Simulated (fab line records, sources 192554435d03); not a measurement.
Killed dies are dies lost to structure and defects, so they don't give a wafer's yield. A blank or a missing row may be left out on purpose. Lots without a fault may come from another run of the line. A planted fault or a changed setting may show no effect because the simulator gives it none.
Which tool did it? | flow n5_finfet | 9 lots, 27 wafers sampled, at 8 steps of a route of 1938

WHAT THE GAUGES READ, wafer by wafer
N5_BEOL_M4_RS_MEAS_58: measures by four-point-probe. Usual: M4_RS 0.66 ohm/sq, standard deviation 0.03.
lot  | measured     | on            | M4_RS (ohm/sq) | flag
L487 | day 8 04:18  | film_metro-02 | 0.65 0.68 0.64 |
L488 | day 8 14:09  | film_metro-02 | 0.70 0.63 0.65 |
L489 | day 8 20:40  | film_metro-02 | 0.59 0.62 0.61 |
L490 | day 9 02:58  | film_metro-02 | 0.63 0.67 0.59 |
L494 | day 10 15:25 | film_metro-02 | 0.72 0.67 0.68 |
L500 | day 11 17:10 | film_metro-01 | 0.65 0.62 0.62 |
L501 | day 11 19:49 | film_metro-01 | 0.68 0.69 0.65 |
L502 | day 12 02:31 | film_metro-02 | 0.69 0.68 0.68 |
L508 | day 13 20:36 | film_metro-02 | 0.66 0.62 0.63 |

N5_BEOL_M4_INSPECT_59: inspects for defects (darkfield). Usual: raw_defect_count 66, standard deviation 20.
lot  | measured     | on                | raw_defect_count | flag
L487 | day 8 04:20  | defect_inspect-02 | 101 70 100       |
L488 | day 8 14:10  | defect_inspect-02 | 59 63 77         |
L489 | day 8 20:41  | defect_inspect-01 | 95 71 99         |
L490 | day 9 02:59  | defect_inspect-02 | 88 67 46         |
L494 | day 10 15:26 | defect_inspect-02 | 99 72 98         |
L500 | day 11 17:11 | defect_inspect-01 | 78 104 87        |
L501 | day 11 19:50 | defect_inspect-02 | 368 55 50        | OFF
L502 | day 12 02:32 | defect_inspect-02 | 27 418 51        | OFF
L508 | day 13 20:37 | defect_inspect-01 | 78 93 79         |

N5_BEOL_M4_RC_MEAS_101. Usual: DIBL_N 35.9 mV/V, standard deviation 1.8; DIBL_P 36.2 mV/V, standard deviation 2; IOFF_N 0.16 nA/um, standard deviation 0.031; IOFF_P 0.22 nA/um, standard deviation 0.041; ION_N 676 uA/um, standard deviation 11; ION_P 465 uA/um, standard deviation 8.5; SS_N 71.4 mV/dec, standard deviation 0.64; SS_P 73.2 mV/dec, standard deviation 0.7; VT_N 250 mV, standard deviation 3.5; VT_P -250 mV, standard deviation 3.9.
lot  | measured     | on        | DIBL_N (mV/V)  | DIBL_P (mV/V)  | IOFF_N (nA/um) | IOFF_P (nA/um) | ION_N (uA/um) | ION_P (uA/um) | SS_N (mV/dec)  | SS_P (mV/dec)  | VT_N (mV)   | VT_P (mV)      | flag
L487 | day 8 04:22  | prober-02 | 35.3 34.0 35.9 | 37.7 35.3 37.8 | 0.15 0.13 0.16 | 0.21 0.18 0.22 | 681 657 688   | 472 456 467   | 70.8 70.9 70.8 | 73.5 73.1 73.5 | 250 253 251 | -250 -252 -249 |
L488 | day 8 14:21  | prober-02 | 36.6 33.5 35.1 | 35.9 32.5 35.4 | 0.17 0.11 0.15 | 0.19 0.15 0.18 | 673 657 676   | 449 450 457   | 71.5 70.8 71.1 | 73.4 71.8 72.0 | 250 252 250 | -251 -254 -251 |
L489 | day 8 21:01  | prober-02 | 32.6 29.3 34.5 | 34.6 29.7 34.9 | 0.12 0.08 0.14 | 0.18 0.12 0.18 | 668 652 655   | 462 450 451   | 70.5 70.0 71.0 | 72.7 71.0 71.9 | 254 260 252 | -248 -254 -251 |
L490 | day 9 03:10  | prober-01 | 36.8 36.2 34.8 | 36.1 35.4 34.8 | 0.18 0.15 0.15 | 0.25 0.24 0.23 | 681 673 678   | 471 474 472   | 72.3 71.4 71.2 | 73.8 74.1 73.0 | 249 250 249 | -244 -245 -247 |
L494 | day 10 15:37 | prober-01 | 34.9 35.7 34.9 | 37.0 37.8 37.7 | 0.15 0.17 0.15 | 0.21 0.23 0.23 | 687 681 675   | 466 467 468   | 71.2 72.0 71.4 | 73.0 73.2 73.7 | 249 251 249 | -249 -249 -249 |
L500 | day 11 17:22 | prober-01 | 37.3 35.6 34.1 | 37.5 35.1 34.6 | 0.20 0.16 0.15 | 0.28 0.22 0.23 | 706 682 679   | 476 470 469   | 71.2 70.9 70.5 | 74.2 73.6 73.6 | 243 246 250 | -247 -251 -245 |
L501 | day 11 20:20 | prober-01 | 35.2 34.8 35.6 | 35.3 35.6 35.4 | 0.14 0.13 0.14 | 0.17 0.16 0.17 | 675 676 678   | 460 458 455   | 70.3 71.0 71.6 | 72.5 72.3 72.6 | 250 254 252 | -253 -256 -256 |
L502 | day 12 02:34 | prober-01 | 37.0 35.4 36.2 | 35.9 35.0 35.4 | 0.19 0.14 0.16 | 0.23 0.20 0.21 | 682 678 671   | 465 468 462   | 72.1 72.1 72.0 | 72.8 72.6 73.4 | 244 251 250 | -248 -251 -251 |
L508 | day 13 20:48 | prober-02 | 35.1 37.9 37.0 | 35.2 37.1 36.8 | 0.14 0.18 0.16 | 0.21 0.24 0.24 | 684 691 678   | 470 473 470   | 71.1 71.3 71.6 | 72.6 74.2 73.5 | 247 248 248 | -248 -248 -248 |

N5_BEOL_M5_INSPECT_13: inspects for defects (brightfield). Usual: raw_defect_count 384, standard deviation 75.
lot  | measured     | on                | raw_defect_count | flag
L487 | day 8 08:30  | defect_inspect-02 | 380 424 355      |
L488 | day 8 17:43  | defect_inspect-01 | 400 370 321      |
L489 | day 8 23:23  | defect_inspect-02 | 405 387 386      |
L490 | day 9 07:41  | defect_inspect-02 | 420 474 342      |
L494 | day 10 18:47 | defect_inspect-01 | 418 307 428      |
L500 | day 11 19:45 | defect_inspect-02 | 470 498 522      |
L501 | day 11 23:13 | defect_inspect-02 | 646 352 364      |
L502 | day 12 06:10 | defect_inspect-02 | 394 768 497      |
L508 | day 13 22:54 | defect_inspect-01 | 375 292 306      |

N5_BEOL_M5_INSPECT_30: inspects for defects (brightfield). Usual: raw_defect_count 387, standard deviation 72.
lot  | measured     | on                | raw_defect_count | flag
L487 | day 8 09:28  | defect_inspect-02 | 358 430 338      |
L488 | day 8 18:43  | defect_inspect-01 | 377 395 322      |
L489 | day 9 02:59  | defect_inspect-01 | 393 335 355      |
L490 | day 9 08:44  | defect_inspect-01 | 402 433 311      |
L494 | day 10 19:46 | defect_inspect-02 | 463 353 474      |
L500 | day 11 22:00 | defect_inspect-01 | 431 447 445      |
L501 | day 12 01:29 | defect_inspect-01 | 638 345 368      |
L502 | day 12 09:23 | defect_inspect-01 | 373 756 475      |
L508 | day 14 00:58 | defect_inspect-02 | 382 303 334      |

WHICH TOOL RAN EACH LOT (tool, then ch and the chambers of the sampled wafers, then the start)
lot  | N5_BEOL_M4_SPUTTER_86        | N5_BEOL_M4_SPUTTER_94        | N5_BEOL_M4_CO_CAP_55
L487 | pvd_sputter-03, day 8 02:10  | pvd_sputter-03, day 8 03:02  | cvd_co-01 ch 0,1,2, day 8 04:07
L488 | pvd_sputter-02, day 8 10:37  | pvd_sputter-02, day 8 11:30  | cvd_co-01 ch 1,2, day 8 13:58
L489 | pvd_sputter-03, day 8 18:24  | pvd_sputter-03, day 8 19:17  | cvd_co-02 ch 0,1, day 8 20:28
L490 | pvd_sputter-02, day 8 23:37  | pvd_sputter-02, day 9 00:30  | cvd_co-01 ch 0,2, day 9 02:47
L494 | pvd_sputter-01, day 10 10:31 | pvd_sputter-01, day 10 11:23 | cvd_co-01 ch 1,2, day 10 15:14
L500 | pvd_sputter-01, day 11 15:01 | pvd_sputter-01, day 11 15:53 | cvd_co-02 ch 0,1,2, day 11 16:58
L501 | pvd_sputter-01, day 11 16:57 | pvd_sputter-01, day 11 17:50 | cvd_co-01 ch 0,1,2, day 11 19:40
L502 | pvd_sputter-03, day 12 00:20 | pvd_sputter-03, day 12 01:13 | cvd_co-01 ch 0,1,2, day 12 02:19
L508 | pvd_sputter-02, day 13 18:11 | pvd_sputter-02, day 13 19:04 | cvd_co-02 ch 0,1, day 13 20:25
- N5_BEOL_M4_SPUTTER_86: material Cu, target thk 4.5 nm, time 8.29 s.
- N5_BEOL_M4_SPUTTER_94: material Cu, target thk 4.5 nm, time 8.29 s.
- N5_BEOL_M4_CO_CAP_55: material Co, precursor CCTBA/H2, target thk 2 nm, time 102.1 s.

WHAT THE TOOLS THEMSELVES READ (means of the sampled wafers that have a number; where no wafer has one, the mark that the record gives instead)
N5_BEOL_M4_SPUTTER_86. Usual: throttle_valve_pct 30.0 %, standard deviation 1.2.
lot  | tool           | throttle_valve_pct (%) | flag
L487 | pvd_sputter-03 | 29.2                   |
L488 | pvd_sputter-02 | 29.7                   |
L489 | pvd_sputter-03 | 30.2                   |
L490 | pvd_sputter-02 | 30.3                   |
L494 | pvd_sputter-01 | 30.8                   |
L500 | pvd_sputter-01 | 30.0                   |
L501 | pvd_sputter-01 | 29.9                   |
L502 | pvd_sputter-03 | 30.8                   |
L508 | pvd_sputter-02 | 30.3                   |

N5_BEOL_M4_SPUTTER_94. Usual: throttle_valve_pct 30.0 %, standard deviation 1.2.
lot  | tool           | throttle_valve_pct (%) | flag
L487 | pvd_sputter-03 | 29.4                   |
L488 | pvd_sputter-02 | 29.7                   |
L489 | pvd_sputter-03 | 30.4                   |
L490 | pvd_sputter-02 | 30.2                   |
L494 | pvd_sputter-01 | 30.6                   |
L500 | pvd_sputter-01 | 30.1                   |
L501 | pvd_sputter-01 | 29.8                   |
L502 | pvd_sputter-03 | 30.9                   |
L508 | pvd_sputter-02 | 30.2                   |

N5_BEOL_M4_CO_CAP_55. Usual: heater_power_w 229 W, standard deviation 16.
lot  | tool      | heater_power_w (W) | flag
L487 | cvd_co-01 | 232                |
L488 | cvd_co-01 | 228                |
L489 | cvd_co-02 | 219                |
L490 | cvd_co-01 | 221                |
L494 | cvd_co-01 | 229                |
L500 | cvd_co-02 | 222                |
L501 | cvd_co-01 | 233                |
L502 | cvd_co-01 | 232                |
L508 | cvd_co-02 | 218                |

THE ANSWER, worked out from the rows above alone
Rule: a lot is off if the mean of its wafers that have a number lies more than 3 standard deviations from the usual mean. A lot without any number at a reading at which 4 lots or more have one is off too. The other lots that the step has rows for count as sound. The gauges are gone through in route order, then the tools' own readings, and for those a lot's mean is taken as printed above. The first step at which some lot is off is used, and at that step the reading that is off furthest; a lot without a number counts as furthest.
Off: L501, L502, at N5_BEOL_M4_INSPECT_59 (raw_defect_count).
A tool fits if, at a process step before that reading, it ran every lot that is off, and no sound lot after the first of them. The gauges at N5_BEOL_M4_INSPECT_59 are tried like those tools. Can't be told from this: 2 tools fit, cvd_co-01 at N5_BEOL_M4_CO_CAP_55, defect_inspect-02 at N5_BEOL_M4_INSPECT_59.

WHAT THE SIMULATOR HAD PUT IN
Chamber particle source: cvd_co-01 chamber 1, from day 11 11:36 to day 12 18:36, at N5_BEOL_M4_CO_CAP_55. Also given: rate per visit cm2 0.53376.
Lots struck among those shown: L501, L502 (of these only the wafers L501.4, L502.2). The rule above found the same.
